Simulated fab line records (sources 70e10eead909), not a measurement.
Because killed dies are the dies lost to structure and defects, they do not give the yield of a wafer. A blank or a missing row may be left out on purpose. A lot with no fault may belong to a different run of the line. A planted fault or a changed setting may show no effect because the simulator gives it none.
Chamber matching | flow nand-harc | NHARC_A_SGD_CUT_DEP_00 on pecvd-04 has 3 sister chambers
The step deposits SiNx, target thk 50 nm. 3 wafers are shown with their chamber, then 8 later ones without.

## WAFERS, EACH WITH ITS CHAMBER
wafer  | chamber | heater-power-outer-w (W)
L530.4 | 0       | 410
L544.6 | 1       | 487
L542.2 | 2       | 434

## WAFERS WITHOUT THEIR CHAMBER
wafer  | heater-power-outer-w (W)
L542.3 | 444
L542.5 | 449
L545.1 | 493
L545.2 | 405
L545.4 | 521
L543.4 | 336
L543.5 | 404
L543.6 | 444

## CHAMBER TAKEN BY EACH
wafer  | from the rows above          | in truth
L542.3 | can't be placed: 2 or 0 or 1 | 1
L542.5 | can't be placed: 2 or 1 or 0 | 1
L545.1 | can't be placed: 1 or 2      | 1
L545.2 | can't be placed: 0 or 2      | 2
L545.4 | can't be placed: 1 or 2      | 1
L543.4 | can't be placed: 0 or 2      | 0
L543.5 | can't be placed: 0 or 2      | 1
L543.6 | can't be placed: 2 or 0 or 1 | 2
Placed correctly: 0 of 8. Cannot be placed on the basis of these rows: 8; the candidates contain the true chamber in 7. Placed wrongly: 0.
How it was worked out, from the rows above alone: a wafer's distance from a chamber is the root of the sum, over the readings, of the square of ((its reading less the chamber's mean) divided by the reading's scatter). If the next closest chamber is less than 2 further off than the closest, the wafer can't be placed; otherwise it belongs to the closest. Each chamber's mean is taken over the wafers shown for it. The scatter: with one shown wafer a chamber, the root of the mean of the squares of how far each hidden wafer lies from its nearest shown one.
